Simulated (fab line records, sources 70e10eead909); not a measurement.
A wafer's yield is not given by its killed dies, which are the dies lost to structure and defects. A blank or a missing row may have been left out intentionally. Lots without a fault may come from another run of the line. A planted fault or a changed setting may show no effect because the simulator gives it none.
Struck lot and sound lot, side by side / flow nand_harc / 13 out of 1159 route steps
Sound: wafers L746.2, L746.3, L746.6. Struck: wafer L758.4. (L758.1, L758.2 of the same lot were not struck and are left out.) The cause comes at the end.
Order at every step that has rows: each side's tool, ch and its chambers, its first start. Under that, the readings that differ: sound wafers / struck wafers / difference of the means / sigmas: that difference in standard deviations of wafers without a fault.
alike: words and numbers the same on both sides, and readings whose means are apart by under 2 such deviations; not compared: readings that were withheld, readings missing a value for some wafer, numbers with overlapping values and no deviation given by the record, and bounds like >300 which may hide the same value.
The two part at a step that has a row with sigmas, a row that says differs or no value, or rows on one side only. When numbers do not overlap yet have no deviation, they are printed without sigmas and do not part them. A reading that every wafer of one side lacks parts them only if that side has two wafers or more.

first, 1 step without rows for these wafers: NHARC_A_STAIRCASE_HARDBAKE_185 (time 140 s).
NHARC_A_STAIRCASE_DESCUM_186: chemistry O2, time 3 s.
  sound on rie_diel-05 ch 1,3, day 11 15:07; struck on rie_diel-06 ch 2, day 14 18:58
  alike: drypump_motor_current_A, oes_product_au, rf_vpp_V, showerhead_plenum_p_Torr, throttle_valve_pct
  not compared: rf_hours_counter_h
then, 3 steps without rows for these wafers: NHARC_A_STAIRCASE_TRIM_187 (chemistry O2, time 211.2 s); NHARC_A_STAIRCASE_ETCH_188 (etches the open film in C4F8/O2, target depth 100 nm, time 40.5 s); NHARC_A_STAIRCASE_TRIM_189 (chemistry O2, time 211.2 s).
NHARC_A_STAIRCASE_ETCH_190: etches the open film in C4F8/O2, target depth 100 nm, time 40.5 s.
  sound: rie_diel-05 ch 0,1,2; struck: rie_diel-06 ch 3
reading=oes_product_au (a.u.); sound=0.931 0.927 0.931; struck=0.956; difference=+0.026; sigmas=+2
  alike: bias_w, rf_fwd_power_W, rf_vpp_V
  not compared: rf_hours_counter_h
NHARC_A_STAIRCASE_TRIM_191: chemistry O2, time 211.2 s.
  sound: rie_diel-05 ch 0,2,3; struck: rie_diel-06 ch 0
reading=run_length_s (s); sound=232.4 233.6 232.4; struck=231.7; difference=-1.1; sigmas=-2
  alike: drypump_motor_current_A, oes_product_au, rf_vpp_V, showerhead_plenum_p_Torr, throttle_valve_pct
  not compared: rf_hours_counter_h
then, 2 steps without rows for these wafers: NHARC_A_STAIRCASE_ETCH_192 (etches the open film in C4F8/O2, target depth 100 nm, time 40.5 s); NHARC_A_STAIRCASE_TRIM_193 (chemistry O2, time 211.2 s).
NHARC_A_STAIRCASE_ETCH_194: etches the open film in C4F8/O2, target depth 100 nm, time 40.5 s.
  sound: rie_diel-05 ch 1,3; struck: rie_diel-06 ch 2
  alike: bias_w, oes_product_au, rf_fwd_power_W, rf_vpp_V
  not compared: rf_hours_counter_h
NHARC_A_STAIRCASE_TRIM_196: chemistry O2, time 211.2 s.
  sound on rie_diel-06 ch 0,1, day 11 16:50; struck on rie_diel-04 ch 0, day 14 20:05
reading=run_length_s (s); sound=231.8 231.8 231.6; struck=165.1; difference=-66.6; sigmas=-99 or more
  alike: drypump_motor_current_A, oes_product_au, rf_vpp_V, showerhead_plenum_p_Torr, throttle_valve_pct
  not compared: bias_w, rf_hours_counter_h
NHARC_A_STAIRCASE_ETCH_197: etches the open film in C4F8/O2, target depth 100 nm, time 40.5 s.
  sound: rie_diel-06 ch 0,1,2; struck: rie_diel-04 ch 2
reading=rf_vpp_V (V); sound=887 890 889; struck=904; difference=+15; sigmas=+3
  alike: bias_w, oes_product_au, rf_fwd_power_W
  not compared: rf_hours_counter_h
-- jump in the record: it breaks off in module A_STAIRCASE and resumes in module END (first step shown: number 1159 of the route), and 8 days separate the struck wafers' starts before and after --
NHARC_END_SORT_01:
  the record has rows for the struck wafers here (prober-01 ch 0, day 22 15:28) and none for the sound ones

## WHERE THEY PART
First at NHARC_A_STAIRCASE_ETCH_190; last, within this record, at NHARC_END_SORT_01.

WHY: whatever the simulator had introduced
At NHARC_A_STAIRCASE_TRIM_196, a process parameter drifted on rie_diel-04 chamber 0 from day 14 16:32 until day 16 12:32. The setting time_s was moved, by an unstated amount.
